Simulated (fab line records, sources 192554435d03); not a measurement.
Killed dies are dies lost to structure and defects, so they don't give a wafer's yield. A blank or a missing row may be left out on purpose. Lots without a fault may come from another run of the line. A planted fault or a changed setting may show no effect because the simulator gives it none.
Split-lot experiment | flow n5_finfet | 7 lots, 21 wafers read, on a route of 1938 steps

THE SPLIT
At N5_PMOS_HMC_CHANNEL_EPI_PEB_07 (peb time 60 s), the setting peb_temp_c was moved away from the recipe's 110 C on 5 of the 21 wafers read, by -3.1% to +3.3%. The other wafers ran this setting at the recipe's value.

FROM THE SPLIT TO THE READING: what the file shows between them, 1 step
- N5_PMOS_HMC_CHANNEL_EPI_DEVELOP_08: develop time 30 s

THE READING
cd_nm, in nm, at N5_PMOS_HMC_CHANNEL_EPI_CD_MEAS_09 (target cd 237.4 nm). Fault-free wafers of this fab line usually give 237.4 nm, standard deviation 1.1 nm.

wafer  | tool, chamber at the split | peb_temp_c as run, C | against the recipe | cd_nm, nm | against lot-mates on the recipe
L076.1 | litho_track-02, 0          | 110                  | recipe             | 232.5     | -
L076.3 | litho_track-02, 0          | 113                  | +2.7%              | 239.1     | +4.1
L076.5 | litho_track-02, 0          | 110                  | recipe             | 237.5     | -
L080.1 | litho_track-03, 0          | 110                  | recipe             | 237.7     | -
L080.3 | litho_track-03, 0          | 110                  | recipe             | 237.0     | -
L080.6 | litho_track-03, 0          | 110                  | recipe             | 242.7     | -
L081.3 | litho_track-03, 0          | 108.1                | -1.7%              | 228.6     | -8.3
L081.4 | litho_track-03, 0          | 110                  | recipe             | 237.4     | -
L081.6 | litho_track-03, 0          | 110                  | recipe             | 236.4     | -
L083.2 | litho_track-03, 0          | 113.6                | +3.3%              | 239.8     | +10.0
L083.4 | litho_track-03, 0          | 113.6                | +3.3%              | 245.6     | +15.8
L083.5 | litho_track-03, 0          | 110                  | recipe             | 229.8     | -
L095.1 | litho_track-03, 0          | 110                  | recipe             | 236.2     | -
L095.3 | litho_track-03, 0          | 110                  | recipe             | 237.6     | -
L095.4 | litho_track-03, 0          | 110                  | recipe             | 237.9     | -
L096.2 | litho_track-03, 0          | 110                  | recipe             | 237.4     | -
L096.4 | litho_track-03, 0          | 106.6                | -3.1%              | 228.3     | -9.4
L096.6 | litho_track-03, 0          | 110                  | recipe             | 238.0     | -
L097.1 | litho_track-03, 0          | 110                  | recipe             | 236.8     | -
L097.3 | litho_track-03, 0          | 110                  | recipe             | 236.7     | -
L097.6 | litho_track-03, 0          | 110                  | recipe             | 236.7     | -

THE FIT
A straight line over all 21 wafers: cd_nm changes by +2.13 nm for each +1% of peb_temp_c; r = +0.73; the points scatter about the line by 2.9 nm.
The same after taking each lot's own level away (the mean of its wafers on the recipe; 21 wafers): +3.37 nm for each +1%; r = +0.91; scatter 2.2 nm.
On that fit, the largest move of peb_temp_c shifts the reading by 11 nm.
The lots' own levels span 229.80 to 239.13 nm, that is 8.5 times the standard deviation above.
So the lot-to-lot level blurs the effect unless lot-mates are compared.
Check: with one of the wafers moved furthest among these (+3.3%) left out of the fit, the line predicts +11.3 nm for it against its lot-mates. It came out at +10 nm against them.

OTHER SPLITS ON THESE WAFERS
These wafers also went through other splits before the reading. Each is held against what the fit with the lots' levels taken away leaves over:
other split on the same wafers            | wafers away from the commonest value | r with cd_nm (lot level and that fit taken away)
N5_ZERO_LAYER_EXPOSE_08 dose_mj           | 3                                    | +0.19
N5_ZERO_LAYER_DEVELOP_10 develop_time_s   | 3                                    | -0.12
N5_PMOS_HMC_CHANNEL_EPI_EXPOSE_06 dose_mj | 7                                    | +0.57

THE WHOLE CHAIN: every reading that the file lists as answering this split, in the file's order
step                                  | what it does                                                           | reading                                                                     | change (the file's fit)                                                                             | r (the file's)
N5_PMOS_HMC_CHANNEL_EPI_CD_MEAS_09    | target cd 237.4 nm                                                     | cd_nm                                                                       | +3.16 nm for each +1% of the setting                                                                | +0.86
N5_PMOS_HMC_CHANNEL_EPI_DESCUM_14     | chemistry O2, time 7.9 s                                               | PMOS_HMC_CHANNEL_EPI.cd_nm (the simulator's own value, which no gauge read) | +3.13 nm for each +1% of the setting                                                                | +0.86
N5_PMOS_HMC_CHANNEL_EPI_ETCH_32       | etches BARC in N2/H2, stops on SiO2, target depth 85.8 nm, time 50.3 s | PMOS_HMC_CHANNEL_EPI.cd_nm (the simulator's own value, which no gauge read) | +3.32 nm for each +1% of the setting                                                                | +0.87
N5_PMOS_HMC_CHANNEL_EPI_HM_OPEN_15    | chemistry CHF3/O2, target SiO2, target depth 40.6 nm, time 20.3 s      | PMOS_HMC_CHANNEL_EPI.cd_nm (the simulator's own value, which no gauge read) | +3.38 nm for each +1% of the setting, in a fit together with dose_mj@PMOS_HMC_CHANNEL_EPI_EXPOSE_06 | 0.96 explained
N5_PMOS_HMC_CHANNEL_EPI_ETCH_38       | etches SiO2 in CF4, target depth 1.5 nm                                | PMOS_HMC_CHANNEL_EPI.cd_nm (the simulator's own value, which no gauge read) | +3.37 nm for each +1% of the setting, in a fit together with dose_mj@PMOS_HMC_CHANNEL_EPI_EXPOSE_06 | 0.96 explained
N5_PMOS_HMC_CHANNEL_EPI_FIN_RECESS_16 | chemistry HBr/Cl2, target Si, target depth 54 nm, time 18 s            | PMOS_HMC_CHANNEL_EPI.cd_nm (the simulator's own value, which no gauge read) | +3.37 nm for each +1% of the setting, in a fit together with dose_mj@PMOS_HMC_CHANNEL_EPI_EXPOSE_06 | 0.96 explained

THE FILE'S OWN FIT
cd_nm changes by +3.16 nm for each +1% of peb_temp_c, r = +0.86.
